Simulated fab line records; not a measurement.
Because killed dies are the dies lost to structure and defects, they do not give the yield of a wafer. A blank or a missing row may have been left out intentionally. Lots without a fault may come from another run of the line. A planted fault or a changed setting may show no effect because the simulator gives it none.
Split-lot trial -- flow n5Finfet -- route with 1938 steps; 7 lots, 39 wafers read

## THE SPLIT
At N5_BEOL_M14_ILD_DEP_00 (deposits SiO2 from TEOS/O2, target thk 1119.3 nm, time 237.4 s), the setting targetThkA was moved away from the recipe's 11193 angstrom on 12 of the 39 wafers read, by -45.7% to +49.9%. This setting was run at the recipe's value on the other wafers.

## FROM THE SPLIT TO THE READING: what the file shows between them, 10 steps
- N5_BEOL_M14_THK_MEAS_01
- N5_BEOL_M14_COAT_58: time 60 s, resist thk 89 nm
- N5_BEOL_M14_COAT_04: resist thk 800 nm
- N5_BEOL_M14_DESCUM_15: chemistry O2, time 7.9 s
- N5_BEOL_M14_ETCH_59: etches BARC in N2/H2, target depth 89 nm, overetch 26.7 nm, time 67.9 s
- N5_BEOL_M14_VIA_ETCH_16: etches SiO2 in C4F8/O2/Ar, target depth 1231.3 nm
- N5_BEOL_M14_STRIP_63: strips in O2
- N5_BEOL_M14_STRIP_64: strips in O2
- N5_BEOL_M14_STRIP_71: strips in post etch residue remover, time 60 s
- N5_BEOL_M14_SRD_72: time 30 s, dry time 30 s

## THE READING
Shown in nm: cdNm at N5_BEOL_M14_CD_MEAS_17, with target cd 250 nm. Typical for fault-free wafers on this fab line: 251.0 nm, with standard deviation 1.8 nm.

wafer,"tool, chamber at the split","targetThkA as run, angstrom",against the recipe,"cdNm, nm",against lot-mates on the recipe
L081.1,"pecvd-02, 0",11193,recipe,252.1,-
L081.2,"pecvd-02, 2",11193,recipe,254.2,-
L081.3,"pecvd-02, 1",6454,-42.3%,249.4,-3.9
L081.4,"pecvd-02, 2",6454,-42.3%,246.9,-6.4
L081.5,"pecvd-02, 1",11193,recipe,253.5,-
L081.6,"pecvd-02, 0",6454,-42.3%,249.9,-3.4
L086.1,"pecvd-02, 2",16780,+49.9%,254.7,+3.7
L086.2,"pecvd-02, 0",11193,recipe,252.4,-
L086.3,"pecvd-02, 1",16780,+49.9%,254.3,+3.3
L086.4,"pecvd-02, 1",11193,recipe,250.8,-
L086.5,"pecvd-02, 2",11193,recipe,249.7,-
L086.6,"pecvd-02, 0",16780,+49.9%,258.2,+7.2
L090.1,"pecvd-04, 2",14990,+33.9%,255.9,+3.9
L090.2,"pecvd-04, 0",14990,+33.9%,255.8,+3.8
L090.3,"pecvd-04, 1",11193,recipe,251.9,-
L090.4,"pecvd-04, 2",11193,recipe,252.4,-
L090.5,"pecvd-04, 0",11193,recipe,251.8,-
L090.6,"pecvd-04, 1",14990,+33.9%,255.1,+3.1
L089.1,"pecvd-02, 1",11193,recipe,251.3,-
L089.3,"pecvd-02, 2",11193,recipe,251.0,-
L089.4,"pecvd-02, 1",11193,recipe,251.8,-
L094.1,"pecvd-01, 2",11193,recipe,250.5,-
L094.2,"pecvd-01, 0",11193,recipe,250.1,-
L094.3,"pecvd-01, 1",11193,recipe,250.1,-
L094.4,"pecvd-01, 0",11193,recipe,250.8,-
L094.5,"pecvd-01, 2",11193,recipe,251.7,-
L094.6,"pecvd-01, 1",11193,recipe,248.2,-
L095.1,"pecvd-04, 0",6076,-45.7%,246.4,-6.1
L095.2,"pecvd-04, 1",6076,-45.7%,246.3,-6.2
L095.3,"pecvd-04, 2",6076,-45.7%,246.3,-6.2
L095.4,"pecvd-04, 0",11193,recipe,253.2,-
L095.5,"pecvd-04, 2",11193,recipe,253.3,-
L095.6,"pecvd-04, 1",11193,recipe,250.9,-
L097.1,"pecvd-01, 2",11193,recipe,252.2,-
L097.2,"pecvd-01, 0",11193,recipe,250.2,-
L097.3,"pecvd-01, 0",11193,recipe,252.4,-
L097.4,"pecvd-01, 2",11193,recipe,252.6,-
L097.5,"pecvd-01, 2",11193,recipe,251.8,-
L097.6,"pecvd-01, 0",11193,recipe,253.3,-

THE FIT
A straight line over all 39 wafers: cdNm changes by +0.0936 nm for each +1% of targetThkA; r = +0.86; the points scatter about the line by 1.4 nm.
The same after taking each lot's own level away (the mean of its wafers on the recipe; 39 wafers): +0.11 nm for each +1%; r = +0.93; scatter 1.1 nm.
That fit puts the effect of the largest move of targetThkA on the reading at 5.5 nm.
The lots' own levels span 250.23 to 253.27 nm, that is 1.7 times the standard deviation above.
So the slope is not independent of the lot-to-lot level: the two fits are not the same.
Check: for one of the wafers moved furthest among these (+49.9%), held out of the fit, the line's prediction against its lot-mates is +5.63 nm. Against them it came out at +3.73 nm.

## THE WHOLE CHAIN: every reading that the file lists as answering this split, in the file's order
step,what it does,reading,change (the file's fit),r (the file's)
N5_BEOL_M14_ILD_DEP_00,"deposits SiO2 from TEOS/O2, target thk 1119.3 nm, time 237.4 s","SiO2_of_BEOL_M14_ILD_DEP_00.thkNm (the simulator's own value, which no gauge read)",+11.3 nm for each +1% of the setting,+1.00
N5_BEOL_M14_THK_MEAS_01,,M14_ILD_THK,+11.3 for each +1% of the setting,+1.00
N5_BEOL_M14_VIA_ETCH_16,"etches SiO2 in C4F8/O2/Ar, target depth 1231.3 nm","etch.depthNm (the simulator's own value, which no gauge read)",+11.3 nm for each +1% of the setting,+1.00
N5_BEOL_M14_VIA_ETCH_16,"etches SiO2 in C4F8/O2/Ar, target depth 1231.3 nm","coat_of_BEOL_M14_COAT_04.thkNm (the simulator's own value, which no gauge read)",-2.65 nm for each +1% of the setting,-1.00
N5_BEOL_M14_CD_MEAS_17,target cd 250 nm,cdNm,+0.111 nm for each +1% of the setting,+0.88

## THE FILE'S OWN FIT
cdNm changes by +0.111 nm for each +1% of targetThkA, r = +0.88.
